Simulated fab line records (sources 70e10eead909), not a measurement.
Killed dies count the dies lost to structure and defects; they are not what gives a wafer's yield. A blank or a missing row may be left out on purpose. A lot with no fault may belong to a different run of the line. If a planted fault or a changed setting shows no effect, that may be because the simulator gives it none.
fab line records    flow nandHarc    part 1 of 2: steps 1 to 3 of 6
record lots=21  wafers=63  lastDay=25
route steps=1159 shown A_STAIRCASE@530
lots that met no fault: taken from a fault-free run of the same line
startH: the number of hours between the record's first day and the start of the first shown wafer of the lot    waitH: hours since the lot's step before    " the same as in the row above    L1.1+2: a row that stands for several wafers    - value missing, or start not given    * or withheld: withheld    < > ~ a bound
route shown NAME@n: a module of which the file shows steps, and the number in the route of the first    usual: mean/standard deviation taken from wafers without a fault    same: alike in all rows    chamber/n: place in a boat    sites: readings site by site    _std_site: standard deviation of those values    _edge_site: outer sites' mean less inner sites'    radiusMm: for every site, how far away it sits from the centre of the wafer    mask NAME#n: copy n    behind: tool/chamber where the wafer was last shaped    hold: what put the lot on hold/how long, in hours/how the hold closed    device: the transistor (n, p or np) that didn't switch    end of line: the route-end tests of the same wafers    a step given without rows: its recipe and nothing more    killed: at the first sort, the dies lost to defects and structure; wafer yield is something else    map: shows each die of a wafer: x if killed, . if not, _ if none is there
set.NAME: setting as actually run; set.NAME@STEP: the setting as run at that earlier step    model.NAME: the simulator's own value behind a step, which no gauge read
one table for each step of the route and one row for each wafer, over a sample of lots
services: when a tool's chamber went out of use (startH, in hours from the record's first day, below 0 if earlier), for how many hours, and the reason
## steps
# step NHARC_A_STAIRCASE_DESCUM_168
# recipe timeS=3  o2FlowSccm=200  arFlowSccm=0  biasPowerW=0  chemistry=O2
# usual drypumpMotorCurrentA=5.8/0.47  mfcArSccm=0.010/0.013  oesProductAu=0.998/0.016  rfVppV=58.0/0.93  showerheadPlenumPTorr=1.95/0.09  throttleValvePct=11.311/0.01
lot.wafer  tool        chamber  startH  waitH  drypumpMotorCurrentA  mfcArSccm  oesProductAu  rfHoursCounterH  rfVppV  showerheadPlenumPTorr  throttleValvePct
L075.3     rieDiel-03  2        238.72  -      5.5                   0.044      1.021         3                57.6    1.97                   11.314
L075.5     "           3        "       "      5.6                   0          0.983         -                58.3    1.90                   11.286
L075.6     "           0        "       "      5.7                   0          1.007         -                58.5    1.96                   11.298
L074.3     rieDiel-08  1        238.88  -      6.1                   0.020      0.996         40               56.8    1.86                   11.296
L074.4     "           2        "       "      6.3                   0          1.004         38               58.4    1.95                   11.314
L074.6     "           1        "       "      6.0                   0.020      1.008         -                58.4    1.86                   11.300
L077.3     rieDiel-01  2        241.79  -      6.4                   0          0.972         31               57.1    2.03                   11.319
L077.4     "           0        "       "      5.9                   0          0.987         32               57.6    1.77                   11.327
L077.2     "           1        "       "      5.2                   0.016      0.982         32               58.5    2.07                   11.319
L076.1     rieDiel-01  0        248.43  -      5.8                   0          0.998         35               55.5    1.77                   11.296
L076.2     "           1        "       "      5.2                   0.016      0.980         34               58.2    2.06                   11.312
L076.5     "           2        "       "      6.3                   0          0.975         -                59.5    2.03                   11.314
L078.4     rieDiel-08  2        250.98  -      6.2                   0          1.010         44               59.9    1.95                   11.328
L078.2     "           1        "       "      6.0                   0.020      1.003         46               59.6    1.86                   11.302
L078.5     "           2        "       "      6.3                   0          1.001         -                58.0    1.95                   11.306
L079.1     rieDiel-03  3        251.23  -      5.6                   0          0.991         9                57.6    1.90                   11.324
L079.6     "           3        "       "      5.6                   0          0.993         -                58.3    1.90                   11.320
L079.5     "           0        "       "      5.7                   0          1.011         -                58.5    1.96                   11.304
L080.2     rieDiel-03  2        275.53  -      5.5                   0.044      1.007         17               59.1    1.97                   11.305
L080.3     "           3        "       "      5.6                   0          0.988         18               57.5    1.89                   11.300
L080.1     "           0        "       "      5.7                   0          1.013         18               58.9    1.96                   11.314
L082.3     rieDiel-01  1        284.45  -      5.2                   0.016      0.991         46               58.5    2.06                   11.295
L082.1     "           0        "       "      5.8                   0          0.997         45               58.7    1.76                   11.322
L082.6     "           2        "       "      6.3                   0          0.978         -                56.9    2.03                   11.306
L084.1     rieDiel-01  2        289.73  -      6.3                   0          0.965         48               58.6    2.03                   11.311
L084.4     "           3        "       "      5.1                   0.027      0.991         43               57.6    2.00                   11.304
L084.5     "           2        "       "      6.3                   0          0.973         -                58.2    2.03                   11.304
L083.4     rieDiel-08  3        289.90  -      6.4                   0.007      1.031         55               57.0    1.82                   11.315
L083.2     "           2        "       "      6.2                   0          1.010         58               58.4    1.95                   11.303
L083.6     "           3        "       "      6.5                   0.007      1.028         -                57.8    1.82                   11.322
L089.3     rieDiel-01  1        308.70  -      5.2                   0.016      0.988         55               58.8    2.06                   11.311
L089.2     "           0        "       "      5.9                   0          0.992         55               56.7    1.76                   11.316
L089.6     "           2        "       "      6.4                   0          0.980         -                57.1    2.02                   11.310
L085.4     rieDiel-01  0        308.92  -      5.9                   0          1.001         55               58.0    1.76                   11.311
L085.2     "           1        "       "      5.2                   0.016      0.968         55               57.5    2.06                   11.303
L085.1     "           2        "       "      6.3                   0          0.981         55               58.3    2.02                   11.320
L086.1     rieDiel-03  1        313.30  -      5.7                   0          1.002         32               57.2    1.85                   11.323
L086.3     "           2        "       "      5.5                   0.044      0.990         32               57.1    1.96                   11.338
L086.5     "           3        "       "      5.6                   0          0.988         -                58.7    1.89                   11.323
L087.3     rieDiel-01  3        316.59  -      5.0                   0.027      1.004         54               58.1    2.00                   11.307
L087.5     "           3        "       "      5.1                   0.027      0.999         -                57.9    2.00                   11.314
L087.6     "           0        "       "      5.8                   0          0.999         -                57.6    1.76                   11.330
L088.1     rieDiel-01  3        320.54  -      5.1                   0.027      0.996         55               58.6    2.00                   11.321
L088.3     "           0        "       "      5.9                   0          0.997         59               56.9    1.76                   11.321
L088.5     "           3        "       "      5.0                   0.027      0.992         -                59.2    2.00                   11.290
L090.2     rieDiel-08  0        329.77  -      6.2                   0          1.029         9                58.5    1.91                   11.314
L090.1     "           2        "       "      6.3                   0          1.017         9                56.8    1.94                   11.303
L090.6     "           0        "       "      6.2                   0          1.012         -                57.1    1.91                   11.309
L091.2     rieDiel-01  2        334.62  -      6.3                   0          0.970         0                60.5    2.02                   11.324
L091.3     "           0        "       "      5.9                   0          0.998         0                58.2    2.08                   11.313
L091.4     "           1        "       "      5.2                   0.016      1.003         0                58.0    2.06                   11.313
L092.4     rieDiel-08  0        344.44  -      6.2                   0          1.014         13               58.2    1.91                   11.322
L092.6     "           0        "       "      6.2                   0          1.017         -                58.9    1.91                   11.299
L092.5     "           1        "       "      6.0                   0.020      1.006         -                58.5    1.85                   11.298
L094.3     rieDiel-01  2        344.62  -      6.3                   0          0.988         3                57.4    2.02                   11.301
L094.2     "           3        "       "      5.1                   0.027      0.992         3                57.0    2.00                   11.320
L094.1     "           0        "       "      5.8                   0          0.999         3                57.4    2.08                   11.313
L095.4     rieDiel-03  1        353.51  -      5.7                   0          1.001         45               57.5    1.85                   11.295
L095.2     "           0        "       "      5.7                   0          1.006         46               58.1    1.95                   11.320
L095.6     "           1        "       "      5.7                   0          0.990         -                57.6    1.85                   11.311
L097.3     rieDiel-03  1        377.48  -      5.7                   0          0.996         53               57.6    1.85                   11.322
L097.2     "           2        "       "      5.5                   0.044      1.002         53               57.1    1.95                   11.307
L097.6     "           0        "       "      5.8                   0          1.003         -                57.1    1.94                   11.301
# step NHARC_A_STAIRCASE_TRIM_12
# recipe timeS=211.2  o2FlowSccm=500  arFlowSccm=0  biasW=0  chemistry=O2
# usual drypumpMotorCurrentA=5.9/0.43  mfcArSccm=0.009/0.013  oesProductAu=1.007/0.014  rfVppV=57.7/0.9  showerheadPlenumPTorr=3.54/0.13  throttleValvePct=17.037/0.0089
lot.wafer  tool        chamber  startH  waitH  drypumpMotorCurrentA  mfcArSccm  oesProductAu  rfHoursCounterH  rfVppV  showerheadPlenumPTorr  throttleValvePct
L075.3     rieDiel-08  1        240.49  0.1    6.1                   0.020      1.008         41               56.8    3.44                   17.029
L075.6     "           1        "       "      6.1                   0.020      1.016         -                54.9    3.44                   17.031
L075.5     "           2        "       "      6.3                   0          0.989         -                58.3    3.60                   17.023
L074.3     rieDiel-08  3        240.96  0.1    6.5                   0.007      1.030         37               56.1    3.38                   17.034
L074.4     "           0        "       "      6.2                   0          1.010         39               56.2    3.54                   17.030
L074.6     "           2        "       "      6.3                   0          0.998         -                59.1    3.60                   17.032
L077.4     rieDiel-01  2        243.85  0.1    6.3                   0          0.967         32               57.3    3.73                   17.038
L077.3     "           3        "       "      5.0                   0.027      0.983         27               57.6    3.69                   17.049
L077.2     "           0        "       "      5.9                   0          0.994         33               58.5    3.28                   17.035
L076.1     rieDiel-01  0        250.47  0.2    5.9                   0          1.000         36               57.9    3.28                   17.039
L076.2     "           1        "       "      5.2                   0.016      0.984         35               57.6    3.79                   17.032
L076.5     "           3        "       "      5.0                   0.027      1.002         -                55.9    3.68                   17.029
L079.1     rieDiel-03  1        253.27  0.1    5.7                   0          1.004         7                56.8    3.44                   17.040
L079.5     "           0        "       "      5.7                   0          1.015         -                57.6    3.61                   17.034
L079.6     "           1        "       "      5.7                   0          1.008         -                57.9    3.44                   17.046
L078.2     rieDiel-08  3        253.54  0.1    6.5                   0.007      1.013         43               57.3    3.38                   17.022
L078.4     "           1        "       "      6.0                   0.020      1.003         47               57.5    3.43                   17.034
L078.5     "           0        "       "      6.2                   0          1.016         -                57.4    3.54                   17.034
L080.1     rieDiel-08  2        277.39  0.1    6.3                   0          0.983         54               57.7    3.59                   17.036
L080.2     "           3        "       "      6.5                   0.007      1.026         52               57.5    3.37                   17.032
L080.3     "           1        "       "      6.1                   0.020      1.008         55               57.4    3.43                   17.048
L082.3     rieDiel-03  0        286.38  0.1    5.7                   0          1.006         20               59.7    3.60                   17.023
L082.1     "           2        "       "      5.5                   0.044      1.003         19               58.9    3.62                   17.033
L082.6     "           0        "       "      5.7                   0          1.007         -                56.5    3.60                   17.025
L084.1     rieDiel-08  1        291.94  0.1    6.0                   0.020      1.023         60               57.5    3.42                   17.027
L084.4     "           3        "       "      6.5                   0.007      1.035         56               58.5    3.37                   17.049
L084.5     "           1        "       "      6.1                   0.020      1.007         -                56.7    3.43                   17.038
L083.2     rieDiel-08  0        292.10  0.2    6.2                   0          1.027         58               59.1    3.53                   17.041
L083.4     "           1        "       "      6.1                   0.020      1.026         61               57.9    3.42                   17.050
L083.6     "           0        "       "      6.2                   0          1.013         -                57.8    3.53                   17.037
L089.2     rieDiel-01  0        310.62  0.1    5.8                   0          0.994         55               58.0    3.26                   17.027
L089.3     "           1        "       "      5.2                   0.016      0.994         56               57.9    3.78                   17.040
L089.6     "           2        "       "      6.3                   0          0.993         -                57.2    3.72                   17.034
L085.4     rieDiel-08  0        311.24  0.2    6.2                   0          1.014         0                57.5    3.53                   17.031
L085.1     "           1        "       "      6.1                   0.020      0.999         0                57.2    3.42                   17.040
L085.2     "           2        "       "      6.3                   0          1.010         0                57.7    3.58                   17.047
L086.3     rieDiel-08  2        316.71  1.5    6.3                   0          1.012         3                59.6    3.58                   17.056
L086.1     "           1        "       "      6.1                   0.020      0.996         4                57.3    3.42                   17.036
L086.5     "           2        "       "      6.3                   0          1.013         -                57.4    3.58                   17.030
L087.3     rieDiel-08  0        318.71  0.1    6.2                   0          1.010         4                57.6    3.53                   17.034
L087.6     "           0        "       "      6.2                   0          1.031         -                58.1    3.53                   17.058
L087.5     "           1        "       "      6.1                   0.020      1.002         -                56.7    3.42                   17.047
L088.1     rieDiel-03  1        322.67  0.1    5.6                   0          1.002         36               58.3    3.43                   17.032
L088.3     "           2        "       "      5.5                   0.044      1.016         35               59.3    3.61                   17.035
L088.5     "           0        "       "      5.7                   0          1.017         -                58.3    3.59                   17.053
L090.2     rieDiel-03  1        331.70  0.1    5.7                   0          0.997         39               56.9    3.42                   17.048
L090.1     "           0        "       "      5.7                   0          1.000         41               57.9    3.59                   17.032
L090.6     "           2        "       "      5.5                   0.044      1.001         -                58.8    3.61                   17.037
L091.3     rieDiel-08  2        336.41  0.1    6.3                   0          1.020         11               58.0    3.58                   17.047
L091.2     "           3        "       "      6.5                   0.007      1.037         10               56.8    3.36                   17.025
L091.4     "           0        "       "      6.2                   0          1.013         10               57.3    3.52                   17.043
L092.4     rieDiel-08  2        346.38  0.1    6.3                   0          1.032         14               57.8    3.58                   17.038
L092.5     "           0        "       "      6.3                   0          1.022         -                58.7    3.52                   17.032
L092.6     "           1        "       "      6.1                   0.020      1.001         -                58.7    3.41                   17.028
L094.2     rieDiel-03  3        347.94  0.1    5.6                   0          1.000         44               58.5    3.48                   17.029
L094.1     "           0        "       "      5.7                   0          1.007         44               59.7    3.59                   17.036
L094.3     "           1        "       "      5.7                   0          0.999         43               58.8    3.42                   17.022
L095.4     rieDiel-01  1        355.61  0.1    5.2                   0.016      1.006         7                56.9    3.77                   17.023
L095.2     "           2        "       "      6.3                   0          0.988         6                58.0    3.71                   17.036
L095.6     "           0        "       "      5.9                   0          0.990         -                58.2    3.80                   17.038
L097.3     rieDiel-01  3        379.39  0.1    5.0                   0.027      1.001         13               57.7    3.66                   17.035
L097.2     "           1        "       "      5.2                   0.016      1.006         13               57.8    3.76                   17.045
L097.6     "           0        "       "      5.8                   0          0.990         -                57.4    3.80                   17.035
# step NHARC_A_STAIRCASE_TRIM_14
# recipe timeS=211.2  o2FlowSccm=500  arFlowSccm=0  biasW=0  chemistry=O2
# usual drypumpMotorCurrentA=5.9/0.43  mfcArSccm=0.009/0.013  oesProductAu=1.007/0.016  rfVppV=57.7/0.98  showerheadPlenumPTorr=3.54/0.14  throttleValvePct=17.037/0.0093
lot.wafer  tool        chamber  startH  waitH  drypumpMotorCurrentA  mfcArSccm  oesProductAu  rfHoursCounterH  rfVppV  showerheadPlenumPTorr  throttleValvePct
L075.3     rieDiel-08  0        -       -      6.2                   0          1.024         39               58.8    3.54                   17.036
L075.6     "           3        "       "      6.5                   0.007      1.032         -                56.8    3.38                   17.048
L075.5     "           0        "       "      6.2                   0          1.014         -                58.0    3.54                   17.037
L074.3     rieDiel-08  1        -       -      6.0                   0.020      1.007         41               59.0    3.44                   17.033
L074.4     "           3        "       "      6.5                   0.007      1.032         37               58.1    3.38                   17.033
L074.6     "           1        "       "      6.1                   0.020      1.017         -                57.2    3.44                   17.037
L077.2     rieDiel-01  3        -       -      5.1                   0.027      0.985         28               56.9    3.69                   17.035
L077.4     "           0        "       "      5.9                   0          0.992         33               55.8    3.28                   17.038
L077.3     "           2        "       "      6.4                   0          0.970         33               56.5    3.73                   17.044
L076.2     rieDiel-01  0        -       -      5.9                   0          0.992         36               57.3    3.27                   17.041
L076.1     "           2        "       "      6.4                   0          0.973         35               59.0    3.73                   17.041
L076.5     "           0        "       "      5.9                   0          1.000         -                56.1    3.27                   17.048
L079.1     rieDiel-03  2        -       -      5.5                   0.044      1.019         8                58.7    3.62                   17.044
L079.5     "           0        "       "      5.7                   0          1.003         -                57.6    3.61                   17.026
L079.6     "           1        "       "      5.7                   0          1.004         -                57.3    3.44                   17.022
L078.4     rieDiel-08  0        -       -      6.2                   0          1.014         45               57.2    3.54                   17.045
L078.2     "           1        "       "      6.1                   0.020      0.997         47               58.2    3.43                   17.040
L078.5     "           2        "       "      6.3                   0          0.995         -                59.4    3.59                   17.031
L080.1     rieDiel-08  1        -       -      6.0                   0.020      1.021         55               56.9    3.43                   17.050
L080.3     "           2        "       "      6.3                   0          1.003         54               59.4    3.59                   17.036
L080.2     "           3        "       "      6.5                   0.007      1.033         52               56.0    3.37                   17.042
L082.3     rieDiel-03  0        -       -      5.8                   0          1.020         20               57.3    3.60                   17.037
L082.1     "           2        "       "      5.5                   0.044      1.007         19               58.2    3.62                   17.030
L082.6     "           0        "       "      5.7                   0          1.018         -                58.0    3.60                   17.027
L084.4     rieDiel-08  2        -       -      6.3                   0          1.014         59               57.2    3.59                   17.032
L084.1     "           0        "       "      6.2                   0          1.026         59               57.8    3.53                   17.039
L084.5     "           2        "       "      6.2                   0          0.999         -                58.7    3.59                   17.042
L083.4     rieDiel-08  3        -       -      6.5                   0.007      1.036         56               57.2    3.37                   17.029
L083.2     "           0        "       "      6.2                   0          1.025         59               57.6    3.53                   17.042
L083.6     "           0        "       "      6.2                   0          1.028         -                57.8    3.53                   17.035
L089.2     rieDiel-01  1        -       -      5.2                   0.016      0.982         57               56.9    3.77                   17.032
L089.3     "           3        "       "      5.1                   0.027      1.004         52               58.0    3.67                   17.035
L089.6     "           1        "       "      5.2                   0.016      0.988         -                58.9    3.77                   17.043
L085.4     rieDiel-08  3        -       -      6.5                   0.007      1.041         0                56.5    3.37                   17.039
L085.2     "           0        "       "      6.2                   0          1.008         0                57.9    3.53                   17.043
L085.1     "           1        "       "      6.0                   0.020      1.002         0                60.4    3.42                   17.023
L086.3     rieDiel-08  2        -       -      6.2                   0          1.016         4                58.7    3.58                   17.036
L086.1     "           3        "       "      6.5                   0.007      1.034         3                57.5    3.37                   17.035
L086.5     "           1        "       "      6.1                   0.020      1.003         -                57.0    3.42                   17.031
L087.3     rieDiel-08  0        -       -      6.2                   0          1.021         4                58.6    3.53                   17.032
L087.5     "           2        "       "      6.3                   0          1.019         -                58.6    3.58                   17.028
L087.6     "           3        "       "      6.5                   0.007      1.033         -                56.1    3.37                   17.050
L088.1     rieDiel-03  3        -       -      5.6                   0          1.000         37               58.6    3.48                   17.025
L088.3     "           0        "       "      5.7                   0          1.004         37               56.4    3.59                   17.024
L088.5     "           1        "       "      5.7                   0          1.003         -                57.2    3.43                   17.050
L090.2     rieDiel-03  2        -       -      5.5                   0.044      1.022         38               57.4    3.61                   17.044
L090.1     "           0        "       "      5.7                   0          1.005         41               57.3    3.59                   17.048
L090.6     "           3        "       "      5.6                   0          0.991         -                57.4    3.48                   17.051
L091.3     rieDiel-08  2        -       -      6.2                   0          1.017         11               57.7    3.58                   17.041
L091.4     "           3        "       "      6.5                   0.007      1.030         10               56.9    3.36                   17.043
L091.2     "           1        "       "      6.0                   0.020      0.990         11               56.5    3.42                   17.025
L092.4     rieDiel-08  2        -       -      6.2                   0          1.017         14               58.4    3.57                   17.040
L092.6     "           2        "       "      6.2                   0          1.019         -                56.3    3.58                   17.022
L092.5     "           3        "       "      6.5                   0.007      1.022         -                57.4    3.36                   17.027
L094.3     rieDiel-03  0        -       -      5.7                   0          1.015         44               57.0    3.59                   17.031
L094.2     "           1        "       "      5.6                   0          0.989         43               55.2    3.42                   17.030
L094.1     "           2        "       "      5.5                   0.044      1.018         43               57.7    3.60                   17.054
L095.4     rieDiel-01  2        -       -      6.3                   0          0.988         6                59.3    3.71                   17.046
L095.2     "           3        "       "      5.1                   0.027      0.996         7                57.0    3.67                   17.051
L095.6     "           2        "       "      6.3                   0          0.976         -                57.7    3.71                   17.026
L097.3     rieDiel-01  3        -       -      5.1                   0.027      0.985         15               59.4    3.66                   17.022
L097.2     "           2        "       "      6.3                   0          0.984         14               58.8    3.71                   17.036
L097.6     "           3        "       "      5.1                   0.027      0.987         -                56.4    3.66                   17.035
